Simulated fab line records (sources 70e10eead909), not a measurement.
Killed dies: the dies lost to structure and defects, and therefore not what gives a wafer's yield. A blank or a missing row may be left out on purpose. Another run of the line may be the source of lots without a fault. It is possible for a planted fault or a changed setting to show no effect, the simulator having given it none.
fab line records	flow nandHarc
record: lots: 5	wafers: 15	lastDay: 31
route steps=1302 shown A_STAIRCASE@669 END@1302
lots with no fault: from the same line, run without faults
startH: the number of hours between the record's first day and the start of the first shown wafer of the lot	waitH: time in hours since the lot's previous step	" unchanged from the row above	L1.1+2: one row covering several wafers at once	- no value, or no start given	* or withheld: withheld	< > ~ a bound
route shown NAME@n: NAME is a module with steps in the file, n the number in the route of the first one	usual: the fault-free wafers' mean and standard deviation	same: alike in all rows	chamber/n: place in a boat	sites: per-site readings	_std_site: standard deviation of those values	_edge_site: inner sites' mean taken away from outer sites' mean	radiusMm: how far each site lies from the wafer's centre	mask NAME#n: copy n	behind: the most recent tool/chamber to have shaped the wafer	hold: what put the lot on hold/how long, in hours/how the hold closed	device: the transistor (n, p or np) that didn't switch	end of line: tests of these same wafers at the route's end	a step given without rows: its recipe and nothing more	killed: at the first sort, the dies lost to defects and structure; wafer yield is something else	map: a wafer's dies, x killed, . not, _ none there
set.NAME: the setting as run; set.NAME@STEP: as run at that earlier step	model.NAME: the simulator's own value behind a step, which no gauge read
a table for each step, a row for each wafer; lots at some steps of the route
services: a tool's chamber out of use, with start hour (startH, from the record's first day; less than 0 if before it), hours out, and reason
== steps ==
step: NHARC_A_STAIRCASE_ETCH_13
recipe: targetDepthA: 1000	timeS: 40.5	ionEnergyEv: 400	c4f8FlowSccm: 20	o2FlowSccm: 10	arFlowSccm: withheld	rfW: 600	biasW: 1000	chemistry: C4F8/O2
step: NHARC_A_STAIRCASE_TRIM_14
recipe: timeS: 211.2	o2FlowSccm: 500	arFlowSccm: 0	biasW: 0	chemistry: O2
step: NHARC_A_STAIRCASE_ETCH_15
recipe: targetDepthA: 1000	timeS: 40.5	ionEnergyEv: 400	c4f8FlowSccm: 20	o2FlowSccm: 10	arFlowSccm: withheld	rfW: 600	biasW: 1000	chemistry: C4F8/O2
step: NHARC_A_STAIRCASE_TRIM_16
recipe: timeS: 211.2	o2FlowSccm: 500	arFlowSccm: 0	biasW: 0	chemistry: O2
usual: drypumpMotorCurrentA: 5.9/0.4	oesProductAu: 0.999/0.0095	rfVppV: 57.8/0.81	showerheadPlenumPTorr: 3.57/0.15	throttleValvePct: 17.036/0.009
lot.wafer	tool	chamber	startH	waitH	drypumpMotorCurrentA	oesProductAu	rfHoursCounterH	rfVppV	showerheadPlenumPTorr	throttleValvePct
L282.1	rieDiel-04	0	-	-	6.2	0.991	4	58.1	3.81	17.021
L282.4	"	1	"	"	5.9	1.002	4	58.7	3.49	17.045
L282.6	"	0	"	"	6.2	1.001	-	58.0	3.81	17.028
L284.2	rieDiel-08	3	-	-	5.8	1.003	7	58.6	3.78	17.030
L284.5	"	3	"	"	5.8	1.002	-	57.5	3.78	17.048
L284.6	"	0	"	"	6.3	1.013	-	57.7	3.57	17.025
L287.1	rieDiel-04	3	-	-	6.2	1.006	20	57.9	3.55	17.046
L287.2	"	2	"	"	5.6	0.997	19	56.3	3.31	17.038
L287.6	"	3	"	"	6.1	0.994	-	57.9	3.55	17.033
L297.4	rieDiel-08	3	-	-	5.8	0.991	52	59.1	3.76	17.035
L297.2	"	2	"	"	5.6	1.008	49	56.9	3.53	17.038
L297.5	"	3	"	"	5.8	0.991	-	57.2	3.76	17.018
L298.2	rieDiel-07	1	-	-	5.9	0.986	19	58.4	3.46	17.034
L298.1	"	2	"	"	6.2	0.997	16	57.3	3.64	17.057
L298.6	"	0	"	"	6.3	1.006	-	56.8	3.36	17.013
step: NHARC_A_STAIRCASE_ETCH_17
recipe: targetDepthA: 1000	timeS: 40.5	ionEnergyEv: 400	c4f8FlowSccm: 20	o2FlowSccm: 10	arFlowSccm: withheld	rfW: 600	biasW: 1000	chemistry: C4F8/O2
step: NHARC_A_STAIRCASE_TRIM_18
recipe: timeS: 211.2	o2FlowSccm: 500	arFlowSccm: 0	biasW: 0	chemistry: O2
step: NHARC_A_STAIRCASE_ETCH_19
recipe: targetDepthA: 1000	timeS: 40.5	ionEnergyEv: 400	c4f8FlowSccm: 20	o2FlowSccm: 10	arFlowSccm: withheld	rfW: 600	biasW: 1000	chemistry: C4F8/O2
usual: oesProductAu: 0.940/0.01	rfVppV: 897/5.3
lot.wafer	tool	chamber	startH	waitH	oesProductAu	rfHoursCounterH	rfVppV
L282.4	rieDiel-04	2	-	-	0.939	4	888
L282.1	"	0	"	"	0.946	4	907
L282.6	"	1	"	"	0.948	-	895
L284.2	rieDiel-08	1	-	-	0.942	5	904
L284.6	"	2	"	"	0.929	-	895
L284.5	"	3	"	"	0.940	-	905
L287.2	rieDiel-04	2	-	-	0.929	20	888
L287.1	"	1	"	"	0.951	18	894
L287.6	"	2	"	"	0.941	-	888
L297.2	rieDiel-08	0	-	-	0.939	48	897
L297.4	"	1	"	"	0.937	49	904
L297.5	"	3	"	"	0.934	-	903
L298.2	rieDiel-07	0	-	-	0.949	20	890
L298.1	"	1	"	"	0.950	19	895
L298.6	"	2	"	"	0.937	-	900
step: NHARC_A_STAIRCASE_TRIM_20
recipe: timeS: 211.2	o2FlowSccm: 500	arFlowSccm: 0	biasW: 0	chemistry: O2
step: NHARC_A_STAIRCASE_ETCH_21
recipe: targetDepthA: 1000	timeS: 40.5	ionEnergyEv: 400	c4f8FlowSccm: 20	o2FlowSccm: 10	arFlowSccm: withheld	rfW: 600	biasW: 1000	chemistry: C4F8/O2
usual: oesProductAu: 0.951/0.019	rfVppV: 897/5.2
lot.wafer	tool	chamber	startH	waitH	oesProductAu	rfHoursCounterH	rfVppV
L282.1	rieDiel-07	2	-	-	0.951	26	901
L282.4	"	3	"	"	0.977	25	900
L282.6	"	1	"	"	0.951	-	896
L284.2	rieDiel-04	1	-	-	0.964	8	894
L284.6	"	2	"	"	0.959	-	887
L284.5	"	3	"	"	0.963	-	899
L287.1	rieDiel-04	0	-	-	0.942	18	907
L287.2	"	2	"	"	0.947	20	889
L287.6	"	0	"	"	0.946	-	904
L297.2	rieDiel-04	0	-	-	0.942	49	903
L297.4	"	2	"	"	0.971	46	888
L297.5	"	1	"	"	0.960	-	895
L298.2	rieDiel-07	2	-	-	0.934	16	900
L298.1	"	3	"	"	0.936	17	898
L298.6	"	1	"	"	0.939	-	893
step: NHARC_A_STAIRCASE_TRIM_22
recipe: timeS: 211.2	o2FlowSccm: 500	arFlowSccm: 0	biasW: 0	chemistry: O2
usual: drypumpMotorCurrentA: 5.9/0.43	oesProductAu: 0.998/0.01	rfVppV: 58.0/0.84	showerheadPlenumPTorr: 3.56/0.14	throttleValvePct: 17.037/0.0086
lot.wafer	tool	chamber	startH	waitH	drypumpMotorCurrentA	oesProductAu	rfHoursCounterH	rfVppV	showerheadPlenumPTorr	throttleValvePct
L282.4	rieDiel-07	0	-	-	6.4	0.989	24	55.9	3.39	17.016
L282.1	"	2	"	"	6.2	0.989	26	57.4	3.67	17.044
L282.6	"	3	"	"	4.9	0.999	-	57.2	3.64	17.044
L284.2	rieDiel-04	1	-	-	5.9	1.021	8	57.5	3.49	17.049
L284.6	"	0	"	"	6.2	0.991	-	58.4	3.80	17.050
L284.5	"	1	"	"	6.0	1.000	-	56.9	3.49	17.037
L287.1	rieDiel-04	2	-	-	5.6	1.023	20	58.9	3.31	17.021
L287.2	"	3	"	"	6.1	1.005	20	58.2	3.55	17.033
L287.6	"	1	"	"	5.9	1.026	-	58.5	3.48	17.017
L297.2	rieDiel-04	3	-	-	6.2	0.988	48	58.8	3.54	17.029
L297.4	"	0	"	"	6.2	1.002	49	58.4	3.78	17.038
L297.5	"	0	"	"	6.2	0.996	-	59.9	3.78	17.034
L298.2	rieDiel-07	3	-	-	4.9	0.995	17	58.8	3.61	17.036
L298.1	"	0	"	"	6.3	1.002	20	55.7	3.36	17.042
L298.6	"	3	"	"	4.9	0.990	-	58.1	3.61	17.013
step: NHARC_A_STAIRCASE_ETCH_23
recipe: targetDepthA: 1000	timeS: 40.5	ionEnergyEv: 400	c4f8FlowSccm: 20	o2FlowSccm: 10	arFlowSccm: withheld	rfW: 600	biasW: 1000	chemistry: C4F8/O2
step: NHARC_A_STAIRCASE_TRIM_24
recipe: timeS: 211.2	o2FlowSccm: 500	arFlowSccm: 0	biasW: 0	chemistry: O2
usual: drypumpMotorCurrentA: 5.9/0.41	oesProductAu: 0.997/0.011	rfVppV: 58.0/0.88	showerheadPlenumPTorr: 3.56/0.14	throttleValvePct: 17.036/0.0088
lot.wafer	tool	chamber	startH	waitH	drypumpMotorCurrentA	oesProductAu	rfHoursCounterH	rfVppV	showerheadPlenumPTorr	throttleValvePct
L282.1	rieDiel-07	3	382.74	-	4.9	1.011	25	57.7	3.64	17.057
L282.4	"	1	"	"	5.9	0.994	25	58.9	3.49	17.040
L282.6	"	2	"	"	6.2	0.990	-	58.7	3.67	17.034
L284.2	rieDiel-04	0	396.53	-	6.2	1.003	8	58.5	3.80	17.038
L284.5	"	3	"	"	6.2	0.986	-	58.6	3.56	17.032
L284.6	"	0	"	"	6.2	1.000	-	58.9	3.80	17.036
L287.2	rieDiel-04	0	429.69	-	6.2	0.788	19	58.8	3.80	17.028
L287.1	"	1	"	"	5.9	1.008	18	57.5	3.48	17.032
L287.6	"	0	"	"	6.2	0.787	-	58.4	3.80	17.034
L297.2	rieDiel-04	3	521.16	-	6.2	0.993	48	57.8	3.54	17.044
L297.4	"	1	"	"	5.9	1.016	48	57.8	3.47	17.034
L297.5	"	0	"	"	6.2	0.991	-	57.3	3.78	17.028
L298.1	rieDiel-07	3	543.64	-	4.9	0.986	17	57.6	3.61	17.049
L298.2	"	2	"	"	6.2	0.996	17	58.9	3.64	17.047
L298.6	"	0	"	"	6.3	1.005	-	57.6	3.36	17.054
step: NHARC_A_STAIRCASE_ETCH_25
recipe: targetDepthA: 1000	timeS: 40.5	ionEnergyEv: 400	c4f8FlowSccm: 20	o2FlowSccm: 10	arFlowSccm: withheld	rfW: 600	biasW: 1000	chemistry: C4F8/O2
usual: oesProductAu: 0.943/0.011	rfVppV: 897/5.2
lot.wafer	tool	chamber	startH	waitH	oesProductAu	rfHoursCounterH	rfVppV
L282.4	rieDiel-07	2	-	-	0.945	27	902
L282.1	"	3	"	"	0.946	25	901
L282.6	"	1	"	"	0.936	-	896
L284.2	rieDiel-04	0	-	-	0.937	8	905
L284.5	"	3	"	"	0.937	-	898
L284.6	"	0	"	"	0.937	-	907
L287.1	rieDiel-04	0	-	-	0.928	19	905
L287.2	"	2	"	"	0.942	20	887
L287.6	"	1	"	"	0.953	-	893
L297.4	rieDiel-04	2	-	-	0.949	47	887
L297.2	"	3	"	"	0.920	48	896
L297.5	"	1	"	"	0.965	-	895
L298.2	rieDiel-07	3	-	-	0.931	18	899
L298.1	"	1	"	"	0.929	19	894
L298.6	"	3	"	"	0.918	-	899
step: NHARC_END_SORT_01
recipe: tempC: 25
usual: killedAtArray: 57/19	killedAtOther: 0.9/1.1	killedAtPeriphery: 4.0/2.6	killedDies: 62/19	killedOpen: 3.3/1.8	killedShort: 2.4/1.7
same: grossDies: 677
lot.wafer	tool	chamber	startH	waitH	killedAtArray	killedAtOther	killedAtPeriphery	killedDies	killedOpen	killedShort
L284.2	prober-02	0	599.95	2.8	88	0	0	88	1	1
L284.5	prober-02	0	602.34	3.7	73	0	5	78	4	1
L284.6	prober-02	0	603.14	4.0	82	0	2	84	4	6
L287.2	prober-01	0	635.99	2.8	675	0	2	677	4	1
L287.6	prober-01	0	639.19	4.0	674	0	3	677	2	1
L297.2	prober-02	0	727.33	2.8	56	1	5	62	3	2
L297.4	prober-02	0	728.95	3.4	57	2	4	63	3	4
L297.5	prober-02	0	729.76	3.8	56	3	7	66	3	2
killed by level:class
L284.2 A_CHANNEL_HOLE_D1:chamberFilmFlake=33 A_CHANNEL_HOLE_D2:chamberFilmFlake=24 A_SLIT:chamberFilmFlake=14 A_CONTACT:chamberFilmFlake=10 A_STAIRCASE:chamberFilmFlake=3 A_DECK1_JOINT:chamberFilmFlake=2 A_WL_FILL:geometricParticle:open=1 A_M0:geometricParticle:short=1
L284.5 A_CHANNEL_HOLE_D2:chamberFilmFlake=27 A_CHANNEL_HOLE_D1:chamberFilmFlake=24 A_SLIT:chamberFilmFlake=12 A_CONTACT:chamberFilmFlake=5 P_STI:chamberFilmFlake=2 P_M0:geometricParticle:open=1 A_SOURCE_PLATE:geometricParticle:open=1 A_CHANNEL_FILL_D2:geometricParticle:short=1
L284.6 A_SLIT:chamberFilmFlake=29 A_CHANNEL_HOLE_D1:chamberFilmFlake=24 A_CHANNEL_HOLE_D2:chamberFilmFlake=14 A_CONTACT:chamberFilmFlake=5 P_M0:geometricParticle:open=2 A_SOURCE_PLATE:geometricParticle:open=1 A_SOURCE_PLATE:geometricParticle:short=1 A_CHANNEL_FILL_D1:geometricParticle:short=1
L287.2 A_STAIRCASE:areaTrim=629 A_CHANNEL_HOLE_D2:chamberFilmFlake=22 A_BLC:chamberFilmFlake=8 A_CHANNEL_HOLE_D1:chamberFilmFlake=5 A_STAIRCASE:chamberFilmFlake=2 A_CONTACT:chamberFilmFlake=2 P_GATE:geometricParticle:open=1 A_CHANNEL_HOLE_D1:geometricParticle:short=1
L287.6 A_STAIRCASE:areaTrim=628 A_CHANNEL_HOLE_D2:chamberFilmFlake=28 A_CHANNEL_HOLE_D1:chamberFilmFlake=5 A_BLC:chamberFilmFlake=3 A_DECK1_JOINT:chamberFilmFlake=2 P_GATE:chamberFilmFlake=2 A_CONTACT:chamberFilmFlake=2 A_DECK1_JOINT:geometricParticle:open=1
L297.2 A_CHANNEL_HOLE_D2:chamberFilmFlake=21 A_SLIT:chamberFilmFlake=18 A_CHANNEL_HOLE_D1:chamberFilmFlake=6 P_ZERO_WELL:chamberFilmFlake=4 A_CONTACT:chamberFilmFlake=4 P_M0:geometricParticle:open=1 A_ONON_D1:geometricParticle:open=1 A_DECK1_JOINT:geometricParticle:short=1
L297.4 A_CHANNEL_HOLE_D2:chamberFilmFlake=29 A_SLIT:chamberFilmFlake=14 A_CONTACT:chamberFilmFlake=4 P_ZERO_WELL:chamberFilmFlake=3 A_CHANNEL_FILL_D2:chamberFilmFlake=2 A_CHANNEL_HOLE_D1:chamberFilmFlake=2 P_CONTACT:geometricParticle:short=1 A_SOURCE_PLATE:geometricParticle:open=1
L297.5 A_SLIT:chamberFilmFlake=29 A_CHANNEL_HOLE_D2:chamberFilmFlake=10 A_CONTACT:chamberFilmFlake=7 P_ZERO_WELL:chamberFilmFlake=6 A_CHANNEL_HOLE_D1:chamberFilmFlake=3 THIN_TSV:chamberFilmFlake=3 P_M0:geometricParticle:open=1 A_CHANNEL_FILL_D1:geometricParticle:short=1
map L287.2 (x killed, . not)
____________x____________
_________xxxxxxx_________
_______xxxxxxxxxxx_______
______xxxxxxxxxxxxx______
_____xxxxxxxxxxxxxxx_____
____xxxxxxxxxxxxxxxxx____
____xxxxxxxxxxxxxxxxx____
___xxxxxxxxxxxxxxxxxxx___
___xxxxxxxxxxxxxxxxxxx___
__xxxxxxxxxxxxxxxxxxxxx__
__xxxxxxxxxxxxxxxxxxxxx__
_xxxxxxxxxxxxxxxxxxxxxxx_
_xxxxxxxxxxxxxxxxxxxxxxx_
_xxxxxxxxxxxxxxxxxxxxxxx_
_xxxxxxxxxxxxxxxxxxxxxxx_
_xxxxxxxxxxxxxxxxxxxxxxx_
xxxxxxxxxxxxxxxxxxxxxxxxx
xxxxxxxxxxxxxxxxxxxxxxxxx
xxxxxxxxxxxxxxxxxxxxxxxxx
xxxxxxxxxxxxxxxxxxxxxxxxx
xxxxxxxxxxxxxxxxxxxxxxxxx
_xxxxxxxxxxxxxxxxxxxxxxx_
_xxxxxxxxxxxxxxxxxxxxxxx_
_xxxxxxxxxxxxxxxxxxxxxxx_
_xxxxxxxxxxxxxxxxxxxxxxx_
_xxxxxxxxxxxxxxxxxxxxxxx_
__xxxxxxxxxxxxxxxxxxxxx__
__xxxxxxxxxxxxxxxxxxxxx__
___xxxxxxxxxxxxxxxxxxx___
___xxxxxxxxxxxxxxxxxxx___
____xxxxxxxxxxxxxxxxx____
____xxxxxxxxxxxxxxxxx____
_____xxxxxxxxxxxxxxx_____
______xxxxxxxxxxxxx______
_______xxxxxxxxxxx_______
_________xxxxxxx_________
____________x____________
map L284.2 (x killed, . not)
____________x____________
_________xxxx..._________
_______.xx..xx...._______
______...xx........______
_____......x........_____
____....x..x.x.......____
____.........x.......____
___...................___
___...................___
__.....................__
__.....................__
_...x..x...............x_
_..x...x...............x_
_..x.x.x................_
_..xxx.................x_
_...x.xxx.......xx......_
.x...xx.x................
.....x.x.x......x........
....xxxxx.x......x.......
.....xxxx................
...x..xx.................
_...x.x................._
_......................._
_......................._
_x..................x..._
_..x.................x.._
__..x..x...........xxx.__
__................xxxxx__
___x..............xxxx___
___.............x.xxxx___
____...............x.____
____...............xx____
_____.............x._____
______...........x.______
_______..........._______
_________......._________
____________.____________
== services ==
tool	chamber	startH	hours	kind
rieDiel-04	0	366.44	-	clean
rieDiel-04	0	366.44	-	consumableReplace:showerhead
rieDiel-04	1	366.44	-	clean
rieDiel-04	2	366.44	-	clean
rieDiel-04	3	366.44	-	clean
rieDiel-08	-	368.00	9.0	pm
rieDiel-04	0	390.95	-	clean
rieDiel-04	1	390.95	-	clean
rieDiel-04	2	390.95	-	clean
rieDiel-04	3	390.95	-	clean
rieDiel-08	2	400.04	4.7	repair
rieDiel-08	-	404.81	0.3	repair
rieDiel-04	0	415.91	-	clean
rieDiel-04	1	415.91	-	clean
rieDiel-04	2	415.91	-	clean
rieDiel-04	3	415.91	-	clean
rieDiel-04	0	440.41	-	clean
rieDiel-04	1	440.41	-	clean
rieDiel-04	2	440.41	-	clean
rieDiel-04	3	440.41	-	clean
rieDiel-04	0	464.91	-	clean
rieDiel-07	-	473.84	9.0	pm
rieDiel-08	3	509.73	6.1	repair
rieDiel-04	-	534.44	9.0	pm
== key ==
firstSign: step: NHARC_A_STAIRCASE_TRIM_24	reading: oesProductAu	direction: down	sigmas: 19	usual: 0.997	struck: 0.787
effect: step: NHARC_END_SORT_01	reading: killedDies	direction: up	sigmas: 33	usual: 62	struck: 677
moreKillsBornAt: NHARC_A_STAIRCASE_TRIM_24@rieDiel-04: 1257
metAt NHARC_A_STAIRCASE_TRIM_24
struckWafers L287.2,L287.6
laterRowsLeftOut L287.2,L287.6
testerLeftOut L287
onsetBetween 396.53 429.69
fault: kind: processParameterDrift	tool: rieDiel-04	chamber: 0	onsetH: 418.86	steps: NHARC_A_STAIRCASE_TRIM_24	channel: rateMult	offset: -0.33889	shape: step	endH: 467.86
testerLeftOut: of these lots the tester's yield and bins aren't shown, on N5 and GAA mostly nor the transistor test; their killed dies are dies lost to structure and defects alone, not to doping, threshold or leakage, so they don't give the yield
laterRowsLeftOut: the simulator's readings of these wafers behind a module that went badly wrong aren't trusted and aren't shown, but for the sort
